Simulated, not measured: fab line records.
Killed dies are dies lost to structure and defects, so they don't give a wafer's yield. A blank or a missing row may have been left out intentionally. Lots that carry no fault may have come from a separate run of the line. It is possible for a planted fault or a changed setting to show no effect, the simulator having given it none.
Which tool is to blame?	flow n5_finfet	23 lots, 69 wafers sampled, at 6 steps of a route of 1938

WHAT THE GAUGES SHOWED, per wafer
N5_BEOL_M11_THK_MEAS_01.
lot	measured	on	M11_ILD_THK (nm)
L074	day 9 22:24	film_metro-01	266 268 271
L076	day 10 08:27	film_metro-01	266 264 264
L075	day 11 01:42	film_metro-01	269 266 271
L077	day 11 11:34	film_metro-02	266 269 265
L078	day 11 19:14	film_metro-01	263 261 264
L079	day 12 05:16	film_metro-02	262 266 268
L080	day 12 10:50	film_metro-02	265 263 266
L083	day 12 20:31	film_metro-02	267 262 269
L082	day 13 03:24	film_metro-01	267 272 272
L081	day 13 02:55	film_metro-01	267 264 265
L084	day 13 12:25	film_metro-01	266 268 273
L085	day 13 23:29	film_metro-01	263 261 261
L089	day 14 06:26	film_metro-01	264 268 266
L086	day 14 06:09	film_metro-02	269 269 268
L088	day 14 13:35	film_metro-01	261 262 268
L090	day 14 17:43	film_metro-02	265 269 270
L092	day 14 23:49	film_metro-01	265 266 267
L093	day 15 01:47	film_metro-01	263 264 267
L091	day 15 06:46	film_metro-01	264 262 266
L094	day 16 05:38	film_metro-01	263 264 268
L095	day 16 05:33	film_metro-01	265 266 269
L097	day 16 21:22	film_metro-01	269 270 272
L096	day 17 07:52	film_metro-02	273 272 269

N5_BEOL_M11_OVL_MEAS_29.
lot	measured	on	V10_OVL (nm)
L074	day 10 01:04	overlay-02	-0.2 -0.5 -0.7
L076	day 10 12:42	overlay-01	0.1 0.6 -0.1
L075	day 11 07:10	overlay-01	-0.5 -0.6 -1.2
L077	day 11 15:34	overlay-01	1.8 0.6 0.8
L078	day 11 23:41	overlay-01	0.4 -1.5 -1.0
L079	day 12 08:36	overlay-02	0.3 -0.6 -0.1
L080	day 12 15:28	overlay-01	0.9 -0.1 1.3
L083	day 12 23:32	overlay-02	-0.5 0.5 0.0
L082	day 13 08:42	overlay-02	0.3 0.4 -0.5
L081	day 13 08:32	overlay-02	-0.3 0.2 -0.4
L084	day 13 17:19	overlay-02	0.1 0.2 -0.4
L085	day 14 03:44	overlay-01	0.7 -0.3 -0.2
L089	day 14 09:34	overlay-02	0.2 0.2 0.4
L086	day 14 09:09	overlay-01	0.1 -0.4 0.3
L088	day 14 15:43	overlay-02	0.5 -0.8 0.9
L090	day 14 23:33	overlay-02	-0.5 -1.1 -0.7
L092	day 15 04:25	overlay-01	0.4 0.5 0.1
L093	day 15 04:40	overlay-02	0.9 0.1 0.0
L091	day 15 13:29	overlay-02	-0.2 -0.2 0.1
L094	day 16 09:01	overlay-02	0.2 -0.1 0.9
L095	day 16 09:34	overlay-02	-0.1 0.4 -0.1
L097	day 16 23:56	overlay-02	0.8 1.2 0.3
L096	day 17 10:58	overlay-01	-0.1 -0.3 -0.2

TOOL THAT RAN EACH LOT (tool first, then ch and the chambers of the sampled wafers, then the start)
lot	N5_BEOL_M10_ETCH_61	N5_BEOL_M10_ETCH_66	N5_BEOL_M10_SURFACE_TREAT_76	N5_BEOL_M11_DESCUM_16
L074	rie_diel-04 ch 0,2, day 9 16:07	rie_diel-02 ch 0,1,3, day 9 17:14	pvd_sputter-03, day 9 19:55	rie_diel-06 ch 0,1,3, day 10 00:10
L076	rie_diel-04 ch 2,3, day 10 03:31	rie_diel-01 ch 0,2, day 10 04:57	pvd_sputter-03, day 10 06:30	rie_diel-05 ch 0,2,3, day 10 11:37
L075	rie_diel-02 ch 0,1, day 10 18:17	rie_diel-02 ch 2,3, day 10 21:43	pvd_sputter-02, day 10 23:25	rie_diel-05 ch 0,1, day 11 02:50
L077	rie_diel-04 ch 2,3, day 11 02:43	rie_diel-02 ch 0,3, day 11 07:18	pvd_sputter-03, day 11 09:06	rie_diel-03 ch 0,1,3, day 11 13:35
L078	rie_diel-01 ch 0,2,3, day 11 14:40	rie_diel-04 ch 0,1,2, day 11 15:36	pvd_sputter-02, day 11 17:16	rie_diel-03 ch 0,1,3, day 11 21:31
L079	rie_diel-01 ch 1,2,3, day 11 21:30	rie_diel-02 ch 1,2,3, day 12 00:17	pvd_sputter-03, day 12 03:29	rie_diel-03 ch 0,2,3, day 12 07:50
L080	rie_diel-01 ch 0,2,3, day 12 05:14	rie_diel-02 ch 1,2, day 12 06:58	pvd_sputter-03, day 12 08:54	rie_diel-05 ch 1,2,3, day 12 12:50
L083	rie_diel-01 ch 0,1,3, day 12 12:59	rie_diel-04 ch 1,3, day 12 15:44	pvd_sputter-01, day 12 17:57	rie_diel-06 ch 2,3, day 12 21:46
L082	rie_diel-02 ch 0,1,3, day 12 21:01	rie_diel-04 ch 1,2,3, day 12 23:47	pvd_sputter-01, day 13 01:20	rie_diel-05 ch 2,3, day 13 04:44
L081	rie_diel-02 ch 0,3, day 12 21:16	rie_diel-02 ch 1,3, day 12 23:40	pvd_sputter-03, day 13 01:02	rie_diel-06 ch 0,2,3, day 13 04:32
L084	rie_diel-01 ch 0,3, day 13 07:02	rie_diel-04 ch 0,1,2, day 13 08:41	pvd_sputter-02, day 13 10:16	rie_diel-03 ch 0,2,3, day 13 15:11
L085	rie_diel-01 ch 1,2,3, day 13 15:16	rie_diel-04 ch 0,1,2, day 13 18:27	pvd_sputter-01, day 13 19:58	rie_diel-03 ch 0,1,3, day 14 02:07
L089	rie_diel-04 ch 1,2, day 13 23:04	rie_diel-02 ch 0,1,3, day 14 01:50	pvd_sputter-03, day 14 03:59	rie_diel-03 ch 0,1, day 14 08:18
L086	rie_diel-04 ch 0,3, day 13 23:19	rie_diel-01 ch 0,2,3, day 14 01:52	pvd_sputter-03, day 14 04:06	rie_diel-03 ch 0,1, day 14 07:59
L088	rie_diel-04 ch 1,2, day 14 07:16	rie_diel-04 ch 1,3, day 14 09:01	pvd_sputter-02, day 14 10:52	rie_diel-05 ch 1,2,3, day 14 14:09
L090	rie_diel-02 ch 0,1,3, day 14 11:43	rie_diel-04 ch 1,2,3, day 14 12:48	pvd_sputter-01, day 14 15:36	rie_diel-05 ch 1,3, day 14 21:29
L092	rie_diel-02 ch 0,1, day 14 16:50	rie_diel-02 ch 2,3, day 14 20:20	pvd_sputter-01, day 14 21:43	rie_diel-06 ch 1,2,3, day 15 01:20
L093	rie_diel-04 ch 0,1, day 14 17:23	rie_diel-04 ch 0,2, day 14 20:42	pvd_sputter-02, day 14 23:56	rie_diel-06 ch 1,2, day 15 03:11
L091	rie_diel-01 ch 0,1, day 15 01:11	rie_diel-01 ch 0,2,3, day 15 02:04	pvd_sputter-03, day 15 04:19	rie_diel-06 ch 1,2, day 15 10:26
L094	rie_diel-01 ch 0,1,3, day 15 20:01	rie_diel-01 ch 1,2,3, day 15 23:56	pvd_sputter-03, day 16 03:17	rie_diel-06 ch 0,1,3, day 16 06:48
L095	rie_diel-02 ch 0,1,3, day 15 20:10	rie_diel-01 ch 1,3, day 16 00:24	pvd_sputter-03, day 16 03:26	rie_diel-06 ch 0,2, day 16 06:33
L097	rie_diel-02 ch 0,1,3, day 16 10:54	rie_diel-04 ch 2,3, day 16 16:12	pvd_sputter-01, day 16 19:28	rie_diel-03 ch 1,2,3, day 16 22:34
L096	rie_diel-02 ch 1,2,3, day 17 01:53	rie_diel-01 ch 0,1,2, day 17 03:58	pvd_sputter-03, day 17 05:29	rie_diel-03 ch 1,2,3, day 17 09:08
- N5_BEOL_M10_ETCH_61: etches SiARC in CF4, target depth 39 nm, time 65 s.
- N5_BEOL_M10_ETCH_66: etches SOC in N2/H2, target depth 120 nm, overetch 24 nm, time 180 s.
- N5_BEOL_M10_SURFACE_TREAT_76
- N5_BEOL_M11_DESCUM_16: chemistry O2, time 7.9 s.

AS READ BY THE TOOLS THEMSELVES (means over the sampled wafers that have a number; for cases with no such wafer, the mark the record gives instead)
N5_BEOL_M10_ETCH_61.
lot	tool	drypump_motor_current_A (A)	etch_rf_on_time_s (s)	oes_product_au (a.u.)	rf_fwd_power_W (W)	rf_vpp_V (V)	showerhead_plenum_p_Torr (Torr)	throttle_valve_pct (%)
L074	rie_diel-04	5.5	64.1	0.69	539.7	183.7	2.15	15.68
L076	rie_diel-04	5.5	63.8	0.72	539.1	184.4	2.17	15.59
L075	rie_diel-02	5.0	65.1	0.65	541.7	183.6	2.16	15.91
L077	rie_diel-04	5.5	64.0	0.71	538.4	184.0	2.16	15.62
L078	rie_diel-01	5.7	64.6	0.72	538.0	184.8	2.19	15.41
L079	rie_diel-01	5.9	65.5	0.66	537.0	185.4	2.17	15.52
L080	rie_diel-01	5.7	64.7	0.72	537.8	184.7	2.19	15.42
L083	rie_diel-01	5.6	64.5	0.67	536.5	185.5	2.17	15.54
L082	rie_diel-02	5.2	64.8	0.71	537.9	184.4	2.18	15.71
L081	rie_diel-02	5.3	64.7	0.69	536.8	184.6	2.20	15.64
L084	rie_diel-01	5.4	64.9	0.71	541.1	184.4	2.19	15.45
L085	rie_diel-01	5.9	65.1	0.75	535.5	184.8	2.17	15.38
L089	rie_diel-04	5.4	64.1	0.70	541.4	184.2	2.14	15.64
L086	rie_diel-04	5.6	64.2	0.73	539.2	184.2	2.14	15.56
L088	rie_diel-04	5.4	63.8	0.69	538.8	184.1	2.13	15.64
L090	rie_diel-02	5.1	65.2	0.68	538.8	184.6	2.17	15.73
L092	rie_diel-02	5.0	65.1	0.70	540.3	183.9	2.15	15.81
L093	rie_diel-04	5.5	64.2	0.74	539.9	183.6	2.09	15.52
L091	rie_diel-01	5.7	64.3	0.76	534.2	185.3	2.21	15.34
L094	rie_diel-01	5.6	64.8	0.72	537.1	185.0	2.16	15.43
L095	rie_diel-02	5.1	65.5	0.67	537.9	184.2	2.17	15.77
L097	rie_diel-02	5.1	65.7	0.66	538.1	184.6	2.17	15.78
L096	rie_diel-02	5.1	66.5	0.59	536.2	184.0	2.14	15.80

N5_BEOL_M10_ETCH_66.
lot	tool	drypump_motor_current_A (A)	oes_product_au (a.u.)	rf_fwd_power_W (W)	rf_vpp_V (V)	showerhead_plenum_p_Torr (Torr)	throttle_valve_pct (%)
L074	rie_diel-02	5.2	0.61	838.6	525.7	2.60	18.04
L076	rie_diel-01	5.8	0.69	834.1	528.1	2.68	17.58
L075	rie_diel-02	5.4	0.59	837.1	524.1	2.55	17.75
L077	rie_diel-02	5.5	0.56	836.9	525.8	2.62	18.17
L078	rie_diel-04	5.5	0.64	837.3	523.0	2.52	17.89
L079	rie_diel-02	5.1	0.60	837.9	524.6	2.56	17.86
L080	rie_diel-02	5.0	0.62	839.4	524.3	2.54	17.95
L083	rie_diel-04	5.5	0.67	837.9	522.9	2.51	17.85
L082	rie_diel-04	5.5	0.66	836.7	524.4	2.54	17.85
L081	rie_diel-02	5.0	0.60	834.8	525.4	2.60	17.89
L084	rie_diel-04	5.5	0.70	837.6	522.9	2.51	17.75
L085	rie_diel-04	5.5	0.70	836.0	523.1	2.51	17.75
L089	rie_diel-02	5.2	0.65	837.2	523.9	2.59	17.96
L086	rie_diel-01	5.7	0.67	835.9	526.2	2.60	17.65
L088	rie_diel-04	5.5	0.65	836.5	522.8	2.50	17.86
L090	rie_diel-04	5.5	0.65	839.3	523.2	2.53	17.88
L092	rie_diel-02	5.4	0.56	838.0	524.3	2.54	17.81
L093	rie_diel-04	5.6	0.71	839.3	523.4	2.51	17.64
L091	rie_diel-01	5.7	0.65	839.0	525.0	2.59	17.65
L094	rie_diel-01	5.9	0.68	833.9	524.3	2.57	17.62
L095	rie_diel-01	5.8	0.71	836.5	525.2	2.55	17.62
L097	rie_diel-04	5.5	0.63	837.6	524.7	2.55	17.89
L096	rie_diel-01	5.8	0.67	836.6	526.0	2.64	17.64

N5_BEOL_M11_DESCUM_16.
lot	tool	drypump_motor_current_A (A)	oes_product_au (a.u.)	rf_fwd_power_W (W)	rf_vpp_V (V)	showerhead_plenum_p_Torr (Torr)	throttle_valve_pct (%)
L074	rie_diel-06	5.4	0.88	49.31	242.7	2.12	20.43
L076	rie_diel-05	5.4	0.75	49.07	243.0	2.08	20.54
L075	rie_diel-05	4.9	0.73	49.16	242.5	2.05	20.55
L077	rie_diel-03	5.6	0.81	49.48	242.0	2.08	20.36
L078	rie_diel-03	5.6	0.81	49.68	243.2	2.08	20.35
L079	rie_diel-03	5.8	0.76	49.39	243.2	2.09	20.34
L080	rie_diel-05	5.4	0.79	49.19	243.2	2.07	20.40
L083	rie_diel-06	5.6	0.82	49.47	243.0	2.08	20.51
L082	rie_diel-05	5.7	0.77	49.08	244.1	2.09	20.57
L081	rie_diel-06	5.4	0.80	49.38	243.5	2.07	20.56
L084	rie_diel-03	5.8	0.76	49.38	243.1	2.09	20.35
L085	rie_diel-03	5.6	0.79	49.53	243.1	2.07	20.38
L089	rie_diel-03	5.5	0.80	49.73	243.2	2.08	20.25
L086	rie_diel-03	5.5	0.80	49.65	242.3	2.08	20.26
L088	rie_diel-05	5.4	0.77	49.37	243.0	2.06	20.42
L090	rie_diel-05	5.2	0.76	49.39	242.7	2.06	20.25
L092	rie_diel-06	5.6	0.83	49.38	243.8	2.12	20.44
L093	rie_diel-06	5.8	0.78	49.54	243.4	2.14	20.49
L091	rie_diel-06	5.7	0.82	49.33	243.5	2.17	20.40
L094	rie_diel-06	5.4	0.90	49.24	244.4	2.10	20.38
L095	rie_diel-06	5.5	0.90	49.12	243.1	2.07	20.43
L097	rie_diel-03	5.4	0.71	49.35	243.8	2.10	20.41
L096	rie_diel-03	5.4	0.70	49.44	243.2	2.10	20.41

THE ANSWER, worked out from the rows above alone
Rule: the lots themselves supply what counts as usual. Put in order of their means at a reading, lots are off if they are a third of the lots or fewer, leave a main group of 4 or more, and stand apart from it by a gap of 3 or more times the standard deviation of the main group's means; of several such gaps the widest counts. If all means in a main group match to the digits the tables above print for the reading, that group is not used. Also off: a lot with no number at a reading for which 4 or more lots have one. The other lots that the step has rows for count as sound. First the gauges in route order, then the tools' own readings, where a lot's mean is used as printed above. The first step at which some lot is off is used, and at that step the reading that is off furthest; a lot without a number counts as furthest.
None of the lots is off at any reading shown; this tells nothing.

WHAT WAS PUT IN BY THE SIMULATOR
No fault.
